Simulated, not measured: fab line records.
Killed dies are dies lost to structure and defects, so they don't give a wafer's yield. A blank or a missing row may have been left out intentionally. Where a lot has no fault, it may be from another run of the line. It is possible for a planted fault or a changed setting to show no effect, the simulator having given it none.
Which tool did it? ; flow n5_finfet ; Sampling: 12 lots, 36 wafers, 2 of 1938 route steps

WHAT EACH GAUGE READ, for each wafer
N5_BEOL_M0_CUTY_OVL_MEAS_58.
lot;measured;on;M0_ABLK_OVL (nm)
L076;day 6 03:32;overlay-02;-1.0 -1.1 -1.6
L077;day 6 16:05;overlay-01;0.2 -0.3 0.5
L079;day 7 10:49;overlay-01;-0.4 -1.4 0.4
L081;day 8 01:21;overlay-02;-0.3 -0.5 -0.9
L083;day 8 02:26;overlay-02;-0.6 -1.1 -0.3
L085;day 8 09:34;overlay-01;-0.1 1.6 0.8
L087;day 9 06:21;overlay-01;-0.1 0.2 -0.7
L089;day 9 10:43;overlay-02;-0.8 -1.3 -0.8
L091;day 9 21:02;overlay-01;-0.5 -1.1 -0.6
L093;day 10 12:43;overlay-02;1.1 0.0 -0.5
L095;day 11 01:14;overlay-02;-1.4 -1.4 -0.9
L096;day 11 15:35;overlay-02;-1.0 0.3 -0.1

TOOL THAT RAN EACH LOT (tool first, then ch and the chambers of the sampled wafers, then the start)
lot;N5_BEOL_M0_SAQP_ALD_48
L076;ald_sin-01 ch 0,1,2, day 6 02:28
L077;ald_sin-04 ch 0,1,3, day 6 15:02
L079;ald_sin-02 ch 0,1, day 7 09:53
L081;ald_sin-02 ch 0,1,2, day 8 00:26
L083;ald_sin-04 ch 0,1,2, day 8 01:23
L085;ald_sin-02 ch 0,2,3, day 8 08:34
L087;ald_sin-04 ch 0,2, day 9 05:18
L089;ald_sin-04 ch 0,2, day 9 09:40
L091;ald_sin-02 ch 0,2,3, day 9 19:59
L093;ald_sin-02 ch 2,3, day 10 11:34
L095;ald_sin-02 ch 1,2,3, day 11 00:19
L096;ald_sin-04 ch 0,1,3, day 11 14:40
- N5_BEOL_M0_SAQP_ALD_48: deposits SiO2, target thk 20 nm, pulse time 1 s, co reactant pulse time 1 s.

THE ANSWER, worked out from the rows above alone
Rule: what is usual is taken from the lots themselves. Put in order of their means at a reading, lots are off if they are a third of the lots or fewer, leave a main group of 4 or more, and stand apart from it by a gap of 3 or more times the standard deviation of the main group's means; of several such gaps the widest counts. A main group is skipped when, at the precision printed for the reading in the tables above, its means are all equal. Also off: a lot with no number at a reading for which 4 or more lots have one. Where the step has rows for the other lots, those lots are counted as sound.
No lot is off at any reading shown: from this, nothing can be told.

WHAT THE SIMULATOR HAD PUT IN
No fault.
